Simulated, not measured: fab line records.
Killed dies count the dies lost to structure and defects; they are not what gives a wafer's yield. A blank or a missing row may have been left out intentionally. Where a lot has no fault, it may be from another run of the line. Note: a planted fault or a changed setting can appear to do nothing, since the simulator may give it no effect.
fab line records	flow nandHarc	part 2 of 2: steps 5 to 6 of 6
record: lots: 20	wafers: 60	lastDay: 26
route steps=1159 shown A_CHANNEL_FILL_D1@494 A_STAIRCASE@557
lots that met no fault: taken from a fault-free run of the same line
startH: start of the lot's first displayed wafer, in hours after the record's first day	waitH: hours since the lot's step before	" repeats the value in the row above	L1.1+2: several wafers, shown together as one row	- value missing, or start not given	* or withheld: withheld	< > ~ a bound
route shown NAME@n: names a module that has steps shown in the file, with the first one's number in the route	usual: mean and standard deviation over wafers with no fault	same: alike in all rows	chamber/n: place in a boat	sites: the reading at each site	_std_site: the values' standard deviation	_edge_site: inner sites' mean taken away from outer sites' mean	radiusMm: how far each site lies from the wafer's centre	mask NAME#n: copy n	behind: the tool/chamber that last shaped the wafer	hold: cause of the lot's hold/its duration in hours/its outcome	device: whichever transistor did not switch (one of n, p or np)	end of line: tests run on the same wafers once the route is complete	for a step that has no rows: nothing shown but its recipe	killed: dies that structure and defects cost at the first sort, which is not the same as the wafer's yield	map: shows each die of a wafer: x if killed, . if not, _ if none is there
set.NAME: the setting the step ran with; set.NAME@STEP: the setting that earlier step ran with	model.NAME: the simulator's own value behind a step, which no gauge read
a sample of lots followed through the steps of the route, with each step as a table and each wafer as a row
services: when a tool's chamber went out of use (startH, in hours from the record's first day, below 0 if earlier), for how many hours, and the reason
== steps ==
step: NHARC_A_STAIRCASE_TRIM_196
recipe: timeS: 211.2	o2FlowSccm: 500	arFlowSccm: 0	biasW: 0	chemistry: O2
usual: drypumpMotorCurrentA: 6.0/0.51	o2FlowSccm: 499.8/1.3	oesProductAu: 1.002/0.01	rfVppV: 57.6/0.89	showerheadPlenumPTorr: 3.46/0.14	throttleValvePct: 17.035/0.009
lot.wafer	tool	chamber	startH	waitH	drypumpMotorCurrentA	o2FlowSccm	oesProductAu	rfHoursCounterH	rfVppV	showerheadPlenumPTorr	throttleValvePct
L074.4	rieDiel-02	2	242.73	0.1	5.4	501.2	1.002	31	58.9	3.27	17.031
L074.3	"	1	"	"	6.7	499.2	1.005	30	56.0	3.47	17.042
L074.5	"	2	"	"	5.4	500.8	0.997	-	56.9	3.27	17.042
L076.3	rieDiel-12	3	252.33	0.1	5.9	500.5	0.996	15	57.4	3.43	17.046
L076.4	"	0	"	"	6.7	500.2	1.010	15	57.0	3.49	17.012
L076.1	"	1	"	"	5.4	499.7	1.013	17	58.1	3.61	17.048
L077.2	rieDiel-11	1	257.46	0.1	5.3	501.5	0.998	25	57.5	3.66	17.028
L077.1	"	3	"	"	6.5	499.7	1.009	25	57.4	3.43	17.048
L077.5	"	0	"	"	6.2	500.2	1.018	-	57.1	3.28	17.040
L078.1	rieDiel-02	0	257.73	0.1	6.6	498.1	0.997	36	57.0	3.45	17.034
L078.2	"	1	"	"	6.7	500.4	1.009	36	57.0	3.47	17.032
L078.4	"	2	"	"	5.4	500.2	0.993	37	57.4	3.27	17.041
L080.2	rieDiel-11	1	273.79	0.1	5.3	497.4	0.997	31	59.2	3.65	17.040
L080.3	"	2	"	"	5.5	499.2	0.995	18	59.0	3.41	17.032
L080.5	"	0	"	"	6.3	499.3	1.002	-	56.4	3.28	17.040
L079.2	rieDiel-02	3	273.89	0.1	6.1	501.5	0.997	43	59.3	3.67	17.047
L079.4	"	0	"	"	6.5	499.7	0.988	40	57.7	3.45	17.036
L079.5	"	3	"	"	6.1	500.2	1.001	-	58.1	3.67	17.020
L082.3	rieDiel-11	2	290.10	0.1	5.5	500.4	1.002	24	56.8	3.40	17.022
L082.6	"	0	"	"	6.2	497.6	1.010	-	56.7	3.28	17.033
L082.5	"	1	"	"	5.3	500.5	0.995	-	56.8	3.65	17.033
L084.2	rieDiel-11	1	295.18	0.1	5.3	500.1	1.005	40	58.0	3.65	17.025
L084.4	"	2	"	"	5.5	500.3	1.001	26	59.0	3.40	17.032
L084.6	"	1	"	"	5.3	501.0	1.004	-	57.0	3.65	17.034
L083.4	rieDiel-02	1	295.78	0.1	6.8	496.1	0.995	45	58.1	3.47	17.039
L083.3	"	2	"	"	5.4	496.5	1.001	49	56.7	3.26	17.051
L083.2	"	3	"	"	6.1	500.8	0.996	52	58.3	3.66	17.041
L085.2	rieDiel-11	1	316.04	0.1	5.3	500.5	0.981	48	58.2	3.64	17.033
L085.4	"	3	"	"	6.4	501.1	1.015	47	58.9	3.42	17.043
L085.6	"	2	"	"	5.5	500.2	0.992	-	57.1	3.40	17.041
L087.2	rieDiel-11	1	316.98	0.2	5.3	500.4	0.995	48	58.2	3.64	17.044
L087.4	"	2	"	"	5.6	498.2	1.004	31	55.6	3.40	17.023
L087.6	"	3	"	"	6.4	499.6	1.016	-	56.8	3.42	17.039
L086.3	rieDiel-11	1	323.48	0.1	5.3	499.2	1.005	51	59.9	3.64	17.058
L086.2	"	2	"	"	5.5	501.4	1.005	34	57.5	3.40	17.022
L086.6	"	1	"	"	5.3	499.3	0.984	-	58.0	3.64	17.049
L089.4	rieDiel-12	3	325.69	0.1	5.9	499.8	0.986	41	56.9	3.42	17.038
L089.2	"	2	"	"	5.7	501.6	0.999	43	56.9	3.37	17.034
L089.5	"	0	"	"	6.8	501.7	1.018	-	57.5	3.47	17.036
L088.2	rieDiel-12	0	330.91	0.1	6.7	498.0	1.006	43	57.1	3.47	17.045
L088.1	"	3	"	"	5.9	499.5	0.986	43	57.8	3.42	17.047
L088.5	"	1	"	"	5.4	501.2	1.006	-	57.9	3.59	17.032
L090.2	rieDiel-12	3	341.28	0.1	5.9	500.6	0.975	46	57.4	3.41	17.041
L090.5	"	2	"	"	5.7	500.1	0.997	-	57.0	3.37	17.034
L090.6	"	3	"	"	5.9	500.9	0.984	-	58.3	3.41	17.033
L091.2	rieDiel-11	0	349.66	0.1	6.2	500.2	1.014	60	58.2	3.27	17.052
L091.3	"	1	"	"	5.3	499.4	1.003	60	59.1	3.64	17.036
L091.6	"	1	"	"	5.3	499.5	1.011	-	57.4	3.64	17.033
L094.2	rieDiel-11	2	359.78	0.1	5.5	501.5	1.019	48	56.4	3.39	17.037
L094.1	"	3	"	"	6.4	500.8	1.016	65	56.0	3.41	17.032
L094.3	"	1	"	"	5.3	498.9	0.997	64	58.1	3.64	17.029
L095.3	rieDiel-11	0	360.38	0.1	6.2	498.5	1.005	65	58.4	3.26	17.035
L095.2	"	1	"	"	5.3	498.5	0.990	64	58.6	3.64	17.043
L095.6	"	0	"	"	6.3	497.8	1.014	-	58.3	3.26	17.035
L096.3	rieDiel-02	2	385.31	0.1	5.4	499.3	1.010	20	57.4	3.80	17.041
L096.2	"	3	"	"	6.2	499.6	0.988	20	56.4	3.65	17.036
L096.6	"	2	"	"	5.4	499.3	0.992	-	59.4	3.80	17.037
L097.4	rieDiel-11	1	386.27	0.2	5.3	500.7	0.990	7	58.1	3.63	17.034
L097.2	"	3	"	"	6.5	496.7	1.001	6	58.2	3.41	17.036
L097.6	"	1	"	"	5.3	500.3	0.983	-	57.5	3.63	17.034
step: NHARC_A_STAIRCASE_TRIM_200
recipe: timeS: 211.2	o2FlowSccm: 500	arFlowSccm: 0	biasW: 0	chemistry: O2
usual: drypumpMotorCurrentA: 6.0/0.51	o2FlowSccm: 499.7/1.5	oesProductAu: 1.003/0.0091	rfVppV: 57.5/0.86	showerheadPlenumPTorr: 3.46/0.14	throttleValvePct: 17.036/0.0096
lot.wafer	tool	chamber	startH	waitH	drypumpMotorCurrentA	o2FlowSccm	oesProductAu	rfHoursCounterH	rfVppV	showerheadPlenumPTorr	throttleValvePct
L074.4	rieDiel-02	3	-	-	6.2	502.9	1.007	33	58.5	3.67	17.055
L074.3	"	0	"	"	6.5	498.9	1.009	30	58.4	3.46	17.043
L074.5	"	1	"	"	6.7	500.8	1.006	-	56.9	3.47	17.030
L076.1	rieDiel-12	3	-	-	5.9	500.6	0.988	15	57.4	3.43	17.042
L076.4	"	0	"	"	6.7	499.8	1.010	15	57.1	3.49	17.032
L076.3	"	1	"	"	5.4	500.1	1.004	17	57.2	3.61	17.038
L077.2	rieDiel-11	1	-	-	5.3	500.2	0.993	26	58.6	3.66	17.067
L077.1	"	3	"	"	6.4	499.3	1.011	25	57.1	3.43	17.053
L077.5	"	1	"	"	5.3	499.0	1.003	-	58.0	3.66	17.011
L078.1	rieDiel-02	2	-	-	5.4	497.6	0.995	37	56.2	3.27	17.044
L078.2	"	3	"	"	6.2	499.2	0.995	39	59.5	3.67	17.041
L078.4	"	0	"	"	6.6	499.9	0.995	36	57.8	3.45	17.039
L079.4	rieDiel-02	0	-	-	6.6	497.0	0.986	40	57.0	3.45	17.037
L079.2	"	1	"	"	6.7	500.3	1.003	38	56.6	3.47	17.032
L079.5	"	0	"	"	6.6	498.1	0.988	-	59.0	3.45	17.048
L080.2	rieDiel-11	1	-	-	5.3	499.0	0.995	34	57.2	3.65	17.036
L080.3	"	2	"	"	5.5	498.2	0.999	21	58.6	3.40	17.043
L080.5	"	2	"	"	5.5	500.0	1.007	-	58.2	3.40	17.026
L082.3	rieDiel-11	2	-	-	5.5	496.2	1.003	24	58.1	3.40	17.052
L082.5	"	3	"	"	6.5	500.0	1.021	-	57.8	3.42	17.042
L082.6	"	0	"	"	6.2	499.7	1.009	-	58.0	3.28	17.030
L084.2	rieDiel-11	1	-	-	5.3	500.2	1.000	40	59.6	3.65	17.022
L084.4	"	2	"	"	5.5	499.7	1.008	26	57.2	3.40	17.031
L084.6	"	0	"	"	6.2	501.3	1.019	-	57.9	3.28	17.046
L083.3	rieDiel-02	2	-	-	5.4	501.5	1.005	50	58.9	3.26	17.024
L083.4	"	0	"	"	6.6	501.1	1.007	48	56.0	3.45	17.029
L083.2	"	1	"	"	6.7	500.0	1.003	45	58.2	3.47	17.036
L085.2	rieDiel-11	1	-	-	5.3	499.6	1.004	48	57.8	3.64	17.049
L085.4	"	3	"	"	6.4	501.2	1.021	47	57.9	3.42	17.047
L085.6	"	1	"	"	5.3	500.6	0.995	-	58.4	3.64	17.037
L087.2	rieDiel-11	0	-	-	6.2	499.4	1.010	48	56.9	3.27	17.015
L087.4	"	1	"	"	5.3	499.5	0.994	48	57.6	3.64	17.037
L087.6	"	2	"	"	5.5	499.0	0.998	-	57.6	3.40	17.034
L086.3	rieDiel-11	0	-	-	6.2	499.1	1.007	51	56.6	3.27	17.035
L086.2	"	1	"	"	5.3	498.9	0.999	51	57.5	3.64	17.028
L086.6	"	0	"	"	6.2	498.5	1.009	-	57.5	3.27	17.036
L089.4	rieDiel-12	2	-	-	5.7	502.0	0.997	43	57.7	3.37	17.035
L089.2	"	1	"	"	5.4	501.7	1.006	43	59.0	3.59	17.024
L089.5	"	2	"	"	5.7	500.5	0.997	-	56.9	3.37	17.026
L088.2	rieDiel-12	3	-	-	5.9	500.2	0.992	43	56.8	3.42	17.025
L088.1	"	2	"	"	5.7	500.6	0.995	45	57.0	3.37	17.047
L088.5	"	3	"	"	5.9	500.8	0.986	-	56.6	3.42	17.033
L090.2	rieDiel-12	1	-	-	5.4	501.1	1.006	47	56.2	3.59	17.034
L090.6	"	3	"	"	5.9	497.6	0.996	-	58.8	3.41	17.035
L090.5	"	0	"	"	6.7	501.3	0.998	-	56.4	3.47	17.046
L091.3	rieDiel-11	0	-	-	6.2	500.6	1.005	60	56.5	3.27	17.026
L091.2	"	1	"	"	5.3	499.9	1.007	60	57.6	3.64	17.037
L091.6	"	0	"	"	6.2	501.8	1.001	-	58.3	3.26	17.032
L094.2	rieDiel-11	3	-	-	6.4	500.8	1.012	65	57.9	3.41	17.032
L094.3	"	0	"	"	6.2	498.9	1.012	65	57.8	3.26	17.043
L094.1	"	1	"	"	5.3	500.8	0.989	64	57.2	3.63	17.040
L095.2	rieDiel-11	0	-	-	6.2	497.2	1.007	65	56.9	3.26	17.015
L095.3	"	3	"	"	6.4	499.4	1.012	66	58.3	3.41	17.043
L095.6	"	1	"	"	5.3	499.8	0.984	-	58.5	3.63	17.042
L096.2	rieDiel-02	3	-	-	6.1	498.7	0.997	21	56.5	3.64	17.026
L096.3	"	1	"	"	6.7	497.4	1.000	18	56.2	3.45	17.035
L096.6	"	3	"	"	6.1	500.7	1.008	-	56.4	3.64	17.052
L097.2	rieDiel-11	1	-	-	5.3	499.9	0.999	7	56.7	3.63	17.044
L097.4	"	0	"	"	6.2	500.8	1.008	7	58.7	3.80	17.022
L097.6	"	1	"	"	5.3	498.6	0.998	-	58.1	3.63	17.048
== services ==
tool	chamber	startH	hours	kind
rieDiel-11	0	170.00	-	clean
rieDiel-11	1	170.00	-	clean
rieDiel-11	2	170.00	-	clean
rieDiel-11	3	170.00	-	clean
aldHk-04	-	186.00	10.0	pm
rieDiel-11	-	189.56	9.0	pm
rieDiel-11	0	189.56	9.0	ventCycle
rieDiel-11	1	189.56	9.0	ventCycle
rieDiel-11	2	189.56	9.0	ventCycle
rieDiel-11	3	189.56	9.0	ventCycle
rieDiel-12	3	192.43	5.1	repair
rieDiel-12	-	202.62	9.0	pm
rieDiel-12	-	212.33	1.2	repair
aldHk-02	-	215.23	4.0	repair
rieDiel-02	0	229.12	7.9	repair
rieDiel-02	1	232.52	7.2	repair
rieDiel-02	1	259.67	8.8	repair
rieDiel-11	1	260.58	1.5	repair
aldHk-02	-	280.57	10.0	pm
rieDiel-12	3	318.14	2.6	repair
rieDiel-02	-	328.00	9.0	pm
aldHk-03	-	328.58	10.0	pm
rieDiel-11	-	366.56	9.0	pm
rieDiel-12	-	379.62	9.0	pm
